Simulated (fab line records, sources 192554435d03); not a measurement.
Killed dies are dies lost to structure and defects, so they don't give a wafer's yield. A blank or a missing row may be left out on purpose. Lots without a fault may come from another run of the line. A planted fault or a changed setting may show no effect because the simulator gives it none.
Chamber matching | flow n5_finfet | N5_BEOL_M10_CURE_71 on uv_cure-03: 3 sister chambers
The step cures SiCOH lowk, time 240 s. 22 wafers are shown with their chamber, then 11 later ones without.

WAFERS WITH THEIR CHAMBER
wafer  | chamber | lamp_power_pct (%) | wafer_temp_C_max
L082.4 | 1       | 52.25              | 386.2
L082.5 | 1       | 52.35              | 387.0
L082.6 | 1       | 52.36              | 387.2
L081.2 | 1       | 52.26              | 387.2
L081.3 | 1       | 52.26              | 387.0
L081.5 | 1       | 52.27              | 386.8
L083.2 | 1       | 52.24              | 386.7
L083.3 | 1       | 52.29              | 387.6
L083.5 | 1       | 52.24              | 387.0
L084.1 | 1       | 52.32              | 387.1
L084.4 | 1       | 52.35              | 386.9
L084.6 | 1       | 52.35              | 387.4
L085.2 | 2       | 52.28              | 386.3
L085.3 | 2       | 52.26              | 386.1
L085.6 | 2       | 52.31              | 386.9
L087.1 | 1       | 52.28              | 386.8
L087.2 | 1       | 52.39              | 387.3
L087.6 | 1       | 52.29              | 387.0
L090.2 | 1       | 52.26              | 387.4
L090.3 | 1       | 52.31              | 387.1
L090.4 | 1       | 52.30              | 387.9
L093.1 | 0       | 52.36              | 387.0

SIGNATURES (means of the wafers above)
reading          | chamber 0 | chamber 1 | chamber 2 | scatter within a chamber
lamp_power_pct   | 52.3600   | 52.2983   | 52.2833   | 0.0441
wafer_temp_C_max | 387.000   | 387.089   | 386.433   | 0.377
Rule: a wafer's distance from a chamber is the root of the sum, over the readings, of the square of ((its reading less the chamber's mean) divided by the reading's scatter). The wafer belongs to the nearest chamber; if the next one is less than 2 further off, it can't be placed. The scatter: the root of (the sum of the squares of (reading less its chamber's mean) over the shown wafers, divided by (wafers less chambers)).

WAFERS WITHOUT THEIR CHAMBER
wafer  | lamp_power_pct (%) | wafer_temp_C_max
L093.2 | 52.36              | 386.8
L093.4 | 52.35              | 386.6
L094.1 | 52.30              | 386.8
L094.2 | 52.31              | 386.7
L094.3 | 52.32              | 386.2
L096.3 | 52.27              | 387.4
L096.5 | 52.24              | 386.1
L096.6 | 52.26              | 386.0
L095.1 | 52.22              | 386.2
L095.4 | 52.38              | 386.3
L095.5 | 52.28              | 386.2

WHICH CHAMBER EACH WENT THROUGH
wafer  | from the rows above          | in truth
L093.2 | can't be placed: 0 or 1 or 2 | 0
L093.4 | can't be placed: 0 or 2 or 1 | 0
L094.1 | can't be placed: 1 or 2 or 0 | 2
L094.2 | can't be placed: 2 or 1 or 0 | 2
L094.3 | can't be placed: 2 or 0 or 1 | 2
L096.3 | can't be placed: 1 or 0 or 2 | 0
L096.5 | can't be placed: 2 or 1      | 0
L096.6 | can't be placed: 2 or 1      | 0
L095.1 | can't be placed: 2 or 1      | 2
L095.4 | can't be placed: 0 or 2 or 1 | 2
L095.5 | can't be placed: 2 or 1      | 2
Placed correctly: 0 of 11. Can't be placed from these rows: 11 (the true chamber is among the candidates in 9). Placed wrongly: 0.
